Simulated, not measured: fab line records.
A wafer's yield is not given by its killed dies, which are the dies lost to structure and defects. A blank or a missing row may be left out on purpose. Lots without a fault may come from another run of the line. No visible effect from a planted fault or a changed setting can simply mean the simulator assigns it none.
What tool caused it? + flow n5-finfet + 24 lots with 72 wafers sampled at 6 steps, on a route of 1938 steps

== WHAT THE GAUGES READ, wafer by wafer ==
N5_SD_EPI_P_EPI_MEAS_23. Usual: thk-nm 60.8 nm, standard deviation 1.3.
| lot  | measured    | on            | thk-nm (nm)    | flag |
|------|-------------|---------------|----------------|------|
| L074 | day 3 08:58 | film-metro-01 | 59.9 59.1 60.6 |      |
| L075 | day 3 14:28 | film-metro-01 | 60.9 59.6 61.9 |      |
| L076 | day 4 01:07 | film-metro-02 | 60.8 58.3 60.5 |      |
| L077 | day 4 04:26 | film-metro-02 | 60.8 59.7 58.0 |      |
| L078 | day 4 09:57 | film-metro-02 | 60.6 60.9 59.7 |      |
| L079 | day 4 17:02 | film-metro-01 | 61.9 63.0 61.5 |      |
| L080 | day 4 22:28 | film-metro-01 | 61.7 61.1 61.0 |      |
| L081 | day 5 08:33 | film-metro-02 | 61.0 59.7 61.5 |      |
| L082 | day 5 09:30 | film-metro-02 | 60.9 61.5 59.2 |      |
| L083 | day 5 17:25 | film-metro-01 | 61.3 60.2 59.6 |      |
| L084 | day 5 21:56 | film-metro-02 | 62.3 61.5 62.1 |      |
| L085 | day 6 07:02 | film-metro-02 | 60.3 58.9 61.3 |      |
| L086 | day 6 09:03 | film-metro-01 | 60.6 61.3 62.2 |      |
| L087 | day 6 18:44 | film-metro-01 | 58.3 60.4 60.8 |      |
| L088 | day 6 20:42 | film-metro-01 | 61.4 61.0 60.1 |      |
| L089 | day 7 10:08 | film-metro-01 | 60.5 61.1 61.2 |      |
| L090 | day 7 12:26 | film-metro-01 | 60.9 57.3 61.4 |      |
| L091 | day 7 19:13 | film-metro-02 | 59.6 62.0 61.7 |      |
| L092 | day 8 00:21 | film-metro-02 | 60.7 58.7 61.0 |      |
| L093 | day 8 06:37 | film-metro-01 | 62.3 61.1 63.5 |      |
| L094 | day 8 12:42 | film-metro-01 | 61.0 59.6 59.4 |      |
| L095 | day 8 18:38 | film-metro-01 | 60.5 61.8 59.3 |      |
| L096 | day 9 00:01 | film-metro-01 | 61.4 60.7 63.6 |      |
| L097 | day 9 05:43 | film-metro-01 | 60.3 62.1 62.5 |      |

N5_ILD0_THK_MEAS_13. Usual: thk-nm 17.5 nm, standard deviation 1.1.
| lot  | measured    | on            | thk-nm (nm)    | flag |
|------|-------------|---------------|----------------|------|
| L074 | day 3 16:43 | film-metro-02 | 18.0 16.4 16.8 |      |
| L075 | day 3 21:49 | film-metro-02 | 16.1 15.6 16.9 |      |
| L076 | day 4 08:56 | film-metro-02 | 16.7 16.5 17.1 |      |
| L077 | day 4 11:44 | film-metro-01 | 16.5 17.5 18.3 |      |
| L078 | day 4 17:38 | film-metro-02 | 18.7 16.3 17.4 |      |
| L079 | day 5 00:45 | film-metro-02 | 17.4 17.0 17.7 |      |
| L080 | day 5 07:05 | film-metro-02 | 17.0 17.0 17.7 |      |
| L081 | day 5 15:57 | film-metro-02 | 17.6 18.2 17.3 |      |
| L082 | day 5 17:29 | film-metro-02 | 16.4 16.1 17.0 |      |
| L083 | day 6 00:52 | film-metro-01 | 17.1 16.5 16.5 |      |
| L084 | day 6 05:16 | film-metro-01 | 18.0 17.3 17.5 |      |
| L085 | day 6 14:13 | film-metro-02 | 17.9 17.8 18.0 |      |
| L086 | day 6 16:23 | film-metro-01 | 20.0 18.3 17.4 |      |
| L087 | day 7 01:58 | film-metro-01 | 14.9 15.9 17.1 |      |
| L088 | day 7 03:54 | film-metro-02 | 14.0 16.8 16.5 |      |
| L089 | day 7 17:49 | film-metro-01 | 18.5 17.3 18.3 |      |
| L090 | day 7 19:47 | film-metro-01 | 16.6 16.0 16.7 |      |
| L091 | day 8 02:35 | film-metro-02 | 18.0 16.7 18.0 |      |
| L092 | day 8 07:34 | film-metro-01 | 21.2 17.3 19.1 |      |
| L093 | day 8 13:57 | film-metro-02 | 18.8 18.5 17.8 |      |
| L094 | day 8 20:03 | film-metro-02 | 17.2 17.3 17.6 |      |
| L095 | day 9 02:48 | film-metro-02 | 20.6 18.6 18.3 |      |
| L096 | day 9 07:14 | film-metro-02 | 18.9 19.5 19.4 |      |
| L097 | day 9 13:46 | film-metro-01 | 17.8 17.1 16.6 |      |

N5_HKMG_FIN_OVL_MEAS_50. Usual: NDIPOLE_OVL -0.5 nm, standard deviation 0.66.
| lot  | measured    | on         | NDIPOLE_OVL (nm) | flag |
|------|-------------|------------|------------------|------|
| L074 | day 3 22:47 | overlay-01 | -1.0 -1.4 -1.2   |      |
| L075 | day 4 03:47 | overlay-01 | -0.5 -0.9 -1.2   |      |
| L076 | day 4 15:53 | overlay-02 | 0.2 0.6 1.0      |      |
| L077 | day 4 18:07 | overlay-02 | -0.7 -0.2 -0.2   |      |
| L078 | day 5 00:36 | overlay-01 | -0.4 -0.1 0.1    |      |
| L079 | day 5 07:06 | overlay-02 | -1.1 -1.0 -0.7   |      |
| L080 | day 5 13:21 | overlay-01 | -0.6 -0.4 -0.2   |      |
| L081 | day 5 23:06 | overlay-02 | -0.8 0.0 -0.4    |      |
| L082 | day 5 23:49 | overlay-02 | -1.6 -0.4 -1.1   |      |
| L083 | day 6 07:17 | overlay-02 | -0.4 -1.0 -0.3   |      |
| L084 | day 6 11:40 | overlay-02 | 0.5 -0.5 -1.0    |      |
| L085 | day 6 20:30 | overlay-02 | -0.1 -1.4 -0.7   |      |
| L086 | day 6 22:20 | overlay-02 | -1.1 0.4 -0.7    |      |
| L087 | day 7 08:08 | overlay-01 | -0.7 -1.1 -1.1   |      |
| L088 | day 7 09:57 | overlay-02 | -1.0 -1.9 -1.9   |      |
| L089 | day 8 00:05 | overlay-01 | -0.1 -0.4 -0.3   |      |
| L090 | day 8 01:53 | overlay-02 | 0.3 0.6 0.4      |      |
| L091 | day 8 08:55 | overlay-01 | 0.2 -0.2 0.1     |      |
| L092 | day 8 13:46 | overlay-01 | -0.6 -0.7 -0.7   |      |
| L093 | day 8 20:47 | overlay-01 | 0.2 0.0 0.5      |      |
| L094 | day 9 02:18 | overlay-01 | -0.6 -0.6 0.2    |      |
| L095 | day 9 08:59 | overlay-02 | -0.4 -0.7 -0.4   |      |
| L096 | day 9 13:47 | overlay-01 | 0.5 -0.1 0.3     |      |
| L097 | day 9 19:50 | overlay-01 | -0.7 -0.8 -0.8   |      |

== EACH LOT AND THE TOOL THAT RAN IT (in order: tool; ch and the chambers of the sampled wafers; start) ==
| lot  | N5_ILD0_CMP_12               | N5_SDB_STRIP_21                   | N5_SDB_ETCH_25                    |
|------|------------------------------|-----------------------------------|-----------------------------------|
| L074 | cmp-03 ch 2,3, day 3 16:25   | rie-diel-03 ch 0,1,3, day 3 17:23 | rie-diel-01 ch 0,3, day 3 17:43   |
| L075 | cmp-02 ch 0,1, day 3 21:31   | rie-diel-03 ch 2,3, day 3 22:29   | rie-diel-01 ch 2,3, day 3 22:49   |
| L076 | cmp-01 ch 0,1,3, day 4 08:38 | rie-diel-06 ch 2,3, day 4 09:45   | rie-diel-06 ch 0,2,3, day 4 10:04 |
| L077 | cmp-02 ch 0,2, day 4 11:28   | rie-diel-06 ch 0,2,3, day 4 12:32 | rie-diel-06 ch 0,2,3, day 4 13:04 |
| L078 | cmp-03 ch 0,1,3, day 4 17:23 | rie-diel-03 ch 1,2, day 4 18:27   | rie-diel-01 ch 0,1, day 4 18:47   |
| L079 | cmp-03 ch 0,1,2, day 5 00:27 | rie-diel-03 ch 1,3, day 5 01:34   | rie-diel-03 ch 2,3, day 5 02:11   |
| L080 | cmp-03 ch 1,2, day 5 06:48   | rie-diel-06 ch 0,2, day 5 07:47   | rie-diel-06 ch 0,3, day 5 08:06   |
| L081 | cmp-03 ch 0,2, day 5 15:40   | rie-diel-03 ch 2,3, day 5 16:46   | rie-diel-06 ch 1,2,3, day 5 17:58 |
| L082 | cmp-02 ch 1,3, day 5 17:13   | rie-diel-03 ch 0,2,3, day 5 18:26 | rie-diel-01 ch 0,2,3, day 5 18:56 |
| L083 | cmp-02 ch 0,2,3, day 6 00:39 | rie-diel-06 ch 0,1, day 6 01:52   | rie-diel-01 ch 0,2,3, day 6 02:11 |
| L084 | cmp-02 ch 1,2, day 6 05:00   | rie-diel-06 ch 1,2,3, day 6 06:07 | rie-diel-03 ch 1,2, day 6 06:32   |
| L085 | cmp-03 ch 0,2,3, day 6 13:59 | rie-diel-01 ch 0,1, day 6 15:13   | rie-diel-03 ch 0,3, day 6 15:32   |
| L086 | cmp-01 ch 0,2,3, day 6 16:08 | rie-diel-06 ch 0,1,3, day 6 17:11 | rie-diel-06 ch 1,3, day 6 17:31   |
| L087 | cmp-02 ch 0,3, day 7 01:40   | rie-diel-01 ch 0,1,3, day 7 02:50 | rie-diel-03 ch 0,3, day 7 03:11   |
| L088 | cmp-02 ch 0,1,2, day 7 03:37 | rie-diel-06 ch 0,2,3, day 7 04:44 | rie-diel-06 ch 1,2,3, day 7 05:03 |
| L089 | cmp-01 ch 2,3, day 7 17:32   | rie-diel-06 ch 0,1,3, day 7 18:38 | rie-diel-06 ch 0,1,2, day 7 18:58 |
| L090 | cmp-02 ch 2,3, day 7 19:30   | rie-diel-03 ch 0,1,3, day 7 20:36 | rie-diel-01 ch 0,3, day 7 20:55   |
| L091 | cmp-01 ch 0,1,2, day 8 02:17 | rie-diel-01 ch 2,3, day 8 03:34   | rie-diel-01 ch 0,2,3, day 8 04:06 |
| L092 | cmp-01 ch 1,3, day 8 07:16   | rie-diel-06 ch 0,2,3, day 8 08:22 | rie-diel-03 ch 0,1,3, day 8 08:44 |
| L093 | cmp-03 ch 1,2,3, day 8 13:40 | rie-diel-03 ch 0,1, day 8 14:49   | rie-diel-01 ch 0,1,3, day 8 15:25 |
| L094 | cmp-01 ch 0,1,3, day 8 19:46 | rie-diel-03 ch 1,2,3, day 8 20:52 | rie-diel-03 ch 0,1,2, day 8 21:13 |
| L095 | cmp-01 ch 0,1,3, day 9 02:35 | rie-diel-03 ch 0,1,2, day 9 03:29 | rie-diel-03 ch 1,2,3, day 9 03:55 |
| L096 | cmp-01 ch 0,1, day 9 06:57   | rie-diel-01 ch 1,2,3, day 9 08:34 | rie-diel-03 ch 1,2,3, day 9 08:54 |
| L097 | cmp-03 ch 1,2,3, day 9 13:32 | rie-diel-03 ch 0,3, day 9 14:34   | rie-diel-03 ch 0,3, day 9 14:53   |
- N5_ILD0_CMP_12: polishes SiNx, stops on poly-Si, t overpolish 6 s, target thk 17.67 nm.
- N5_SDB_STRIP_21: strips in CF4.
- N5_SDB_ETCH_25: etches SiO2 in C4F6/O2, target depth 10 nm, time 3.3 s.

== AS READ BY THE TOOLS THEMSELVES (means over the sampled wafers that have a number; for cases with no such wafer, the mark the record gives instead) ==
N5_ILD0_CMP_12. Usual: motor-current-A 9.3 A, standard deviation 0.92; overpolish-run-s 6.001 s, standard deviation 0.0088; time-to-endpoint-s 29.1 s, standard deviation 2.8.
| lot  | tool   | motor-current-A (A) | overpolish-run-s (s) | time-to-endpoint-s (s) | flag |
|------|--------|---------------------|----------------------|------------------------|------|
| L074 | cmp-03 | 8.3                 | 5.995                | 33.0                   |      |
| L075 | cmp-02 | 8.9                 | 5.998                | 28.8                   |      |
| L076 | cmp-01 | 9.0                 | 6.003                | 29.5                   |      |
| L077 | cmp-02 | 9.4                 | 5.997                | 25.9                   |      |
| L078 | cmp-03 | 9.8                 | 6.007                | 29.3                   |      |
| L079 | cmp-03 | 10.3                | 5.995                | 31.2                   |      |
| L080 | cmp-03 | 9.8                 | 6.004                | 30.8                   |      |
| L081 | cmp-03 | 10.4                | 6.010                | 30.1                   |      |
| L082 | cmp-02 | 8.9                 | 6.002                | 25.6                   |      |
| L083 | cmp-02 | 9.3                 | 6.011                | 25.1                   |      |
| L084 | cmp-02 | 9.0                 | 5.996                | 26.8                   |      |
| L085 | cmp-03 | 9.2                 | 5.998                | 33.6                   |      |
| L086 | cmp-01 | 8.9                 | 6.007                | 31.4                   |      |
| L087 | cmp-02 | 9.5                 | 6.002                | 27.0                   |      |
| L088 | cmp-02 | 9.3                 | 6.000                | 25.9                   |      |
| L089 | cmp-01 | 8.0                 | 6.001                | 29.3                   |      |
| L090 | cmp-02 | 9.7                 | 6.002                | 26.7                   |      |
| L091 | cmp-01 | 9.4                 | 6.015                | 30.3                   |      |
| L092 | cmp-01 | 9.0                 | 5.995                | 31.9                   |      |
| L093 | cmp-03 | 9.3                 | 5.997                | 29.7                   |      |
| L094 | cmp-01 | 9.2                 | 6.006                | 28.7                   |      |
| L095 | cmp-01 | 9.3                 | 6.004                | 30.8                   |      |
| L096 | cmp-01 | 9.7                 | 6.001                | 30.3                   |      |
| L097 | cmp-03 | 9.0                 | 6.005                | 29.6                   |      |

N5_SDB_STRIP_21. Usual: drypump-motor-current-A 5.6 A, standard deviation 0.4; oes-product-au 0.77 a.u., standard deviation 0.088; rf-vpp-V 270.9 V, standard deviation 1.3; showerhead-plenum-p-Torr 1.77 Torr, standard deviation 0.047; throttle-valve-pct 13.59 %, standard deviation 0.28.
| lot  | tool        | drypump-motor-current-A (A) | oes-product-au (a.u.) | rf-vpp-V (V) | showerhead-plenum-p-Torr (Torr) | throttle-valve-pct (%) | flag |
|------|-------------|-----------------------------|-----------------------|--------------|---------------------------------|------------------------|------|
| L074 | rie-diel-03 | 5.6                         | 0.75                  | 271.5        | 1.78                            | 13.53                  |      |
| L075 | rie-diel-03 | 5.8                         | 0.75                  | 270.0        | 1.73                            | 13.71                  |      |
| L076 | rie-diel-06 | 5.6                         | 0.78                  | 271.6        | 1.79                            | 13.76                  |      |
| L077 | rie-diel-06 | 5.5                         | 0.81                  | 271.9        | 1.78                            | 13.55                  |      |
| L078 | rie-diel-03 | 5.8                         | 0.70                  | 270.2        | 1.74                            | 13.76                  |      |
| L079 | rie-diel-03 | 5.8                         | 0.72                  | 272.1        | 1.83                            | 13.61                  |      |
| L080 | rie-diel-06 | 5.2                         | 0.88                  | 271.0        | 1.79                            | 13.42                  |      |
| L081 | rie-diel-03 | 5.8                         | 0.74                  | 269.4        | 1.73                            | 13.75                  |      |
| L082 | rie-diel-03 | 5.6                         | 0.74                  | 270.9        | 1.73                            | 13.62                  |      |
| L083 | rie-diel-06 | 5.8                         | 0.73                  | 271.0        | 1.77                            | 13.65                  |      |
| L084 | rie-diel-06 | 5.5                         | 0.76                  | 270.3        | 1.79                            | 13.77                  |      |
| L085 | rie-diel-01 | 5.4                         | 0.69                  | 271.5        | 1.78                            | 13.95                  |      |
| L086 | rie-diel-06 | 5.9                         | 0.72                  | 271.3        | 1.77                            | 13.70                  |      |
| L087 | rie-diel-01 | 5.8                         | 0.74                  | 269.8        | 1.76                            | 13.65                  |      |
| L088 | rie-diel-06 | 5.5                         | 0.79                  | 270.9        | 1.77                            | 13.59                  |      |
| L089 | rie-diel-06 | 5.8                         | 0.71                  | 270.5        | 1.77                            | 13.72                  |      |
| L090 | rie-diel-03 | 5.6                         | 0.80                  | 271.3        | 1.78                            | 13.42                  |      |
| L091 | rie-diel-01 | 6.0                         | 0.84                  | 270.5        | 1.75                            | 13.23                  |      |
| L092 | rie-diel-06 | 5.6                         | 0.78                  | 270.9        | 1.77                            | 13.61                  |      |
| L093 | rie-diel-03 | 5.6                         | 0.83                  | 270.4        | 1.79                            | 13.27                  |      |
| L094 | rie-diel-03 | 5.8                         | 0.88                  | 272.3        | 1.84                            | 13.37                  |      |
| L095 | rie-diel-03 | 5.6                         | 0.85                  | 271.3        | 1.81                            | 13.35                  |      |
| L096 | rie-diel-01 | 6.1                         | 0.87                  | 270.8        | 1.75                            | 13.29                  |      |
| L097 | rie-diel-03 | 5.6                         | 0.74                  | 270.4        | 1.76                            | 13.61                  |      |

N5_SDB_ETCH_25. Usual: drypump-motor-current-A 5.7 A, standard deviation 0.42; mfc-ar-sccm 300.1 sccm, standard deviation 0.96; oes-product-au 0.80 a.u., standard deviation 0.1; rf-vpp-V 666 V, standard deviation 14; showerhead-plenum-p-Torr 2.82 Torr, standard deviation 0.071; throttle-valve-pct 21.2 %, standard deviation 0.31.
| lot  | tool        | drypump-motor-current-A (A) | mfc-ar-sccm (sccm) | oes-product-au (a.u.) | rf-vpp-V (V) | showerhead-plenum-p-Torr (Torr) | throttle-valve-pct (%) | flag |
|------|-------------|-----------------------------|--------------------|-----------------------|--------------|---------------------------------|------------------------|------|
| L074 | rie-diel-01 | 5.3                         | 300.9              | 0.78                  | 667          | 2.83                            | 21.3                   |      |
| L075 | rie-diel-01 | 6.0                         | 300.1              | 0.82                  | 660          | 2.79                            | 21.0                   |      |
| L076 | rie-diel-06 | 5.6                         | 300.3              | 0.83                  | 670          | 2.83                            | 21.2                   |      |
| L077 | rie-diel-06 | 5.5                         | 299.5              | 0.84                  | 671          | 2.83                            | 21.2                   |      |
| L078 | rie-diel-01 | 5.4                         | 300.8              | 0.70                  | 663          | 2.84                            | 21.5                   |      |
| L079 | rie-diel-03 | 5.8                         | 299.9              | 0.78                  | 650          | 2.84                            | 21.4                   |      |
| L080 | rie-diel-06 | 5.8                         | 300.5              | 0.77                  | 661          | 2.79                            | 21.1                   |      |
| L081 | rie-diel-06 | 5.5                         | 301.1              | 0.78                  | 676          | 2.84                            | 21.3                   |      |
| L082 | rie-diel-01 | 5.6                         | 300.4              | 0.84                  | 665          | 2.81                            | 21.2                   |      |
| L083 | rie-diel-01 | 5.6                         | 300.4              | 0.83                  | 665          | 2.81                            | 21.2                   |      |
| L084 | rie-diel-03 | 5.9                         | 299.2              | 0.79                  | 673          | 2.78                            | 21.2                   |      |
| L085 | rie-diel-03 | 5.4                         | 301.2              | 0.75                  | 663          | 2.78                            | 21.2                   |      |
| L086 | rie-diel-06 | 5.9                         | 300.3              | 0.68                  | 666          | 2.81                            | 21.4                   |      |
| L087 | rie-diel-03 | 5.4                         | 298.4              | 0.75                  | 663          | 2.78                            | 21.2                   |      |
| L088 | rie-diel-06 | 5.5                         | 299.5              | 0.77                  | 674          | 2.84                            | 21.3                   |      |
| L089 | rie-diel-06 | 5.5                         | 300.9              | 0.81                  | 674          | 2.82                            | 21.2                   |      |
| L090 | rie-diel-01 | 5.7                         | 299.6              | 0.79                  | 661          | 2.79                            | 21.1                   |      |
| L091 | rie-diel-01 | 5.6                         | 299.8              | 0.80                  | 664          | 2.80                            | 21.2                   |      |
| L092 | rie-diel-03 | 5.6                         | 300.0              | 0.80                  | 661          | 2.83                            | 21.1                   |      |
| L093 | rie-diel-01 | 5.7                         | 300.0              | 0.82                  | 659          | 2.80                            | 21.2                   |      |
| L094 | rie-diel-03 | 5.6                         | 299.1              | 0.87                  | 680          | 2.89                            | 21.0                   |      |
| L095 | rie-diel-03 | 5.9                         | 299.8              | 0.89                  | 667          | 2.94                            | 21.1                   |      |
| L096 | rie-diel-03 | 5.8                         | 301.0              | 0.89                  | 667          | 2.94                            | 21.1                   |      |
| L097 | rie-diel-03 | 5.6                         | 299.9              | 0.75                  | 651          | 2.82                            | 21.3                   |      |

== THE ANSWER, worked out from the rows above alone ==
Rule: a lot counts as off when the mean over its wafers that have a number is more than 3 standard deviations away from the usual mean. A lot without any number at a reading at which 4 lots or more have one is off too. Any other lot the step has rows for is counted as sound. First the gauges in route order, then the tools' own readings, where a lot's mean is used as printed above. At the first step where some lot is off, the reading lying furthest off is the one used; lots without a number count as furthest.
No lot is off at any reading shown: from this, nothing can be told.

== WHAT HAD BEEN PUT IN BY THE SIMULATOR ==
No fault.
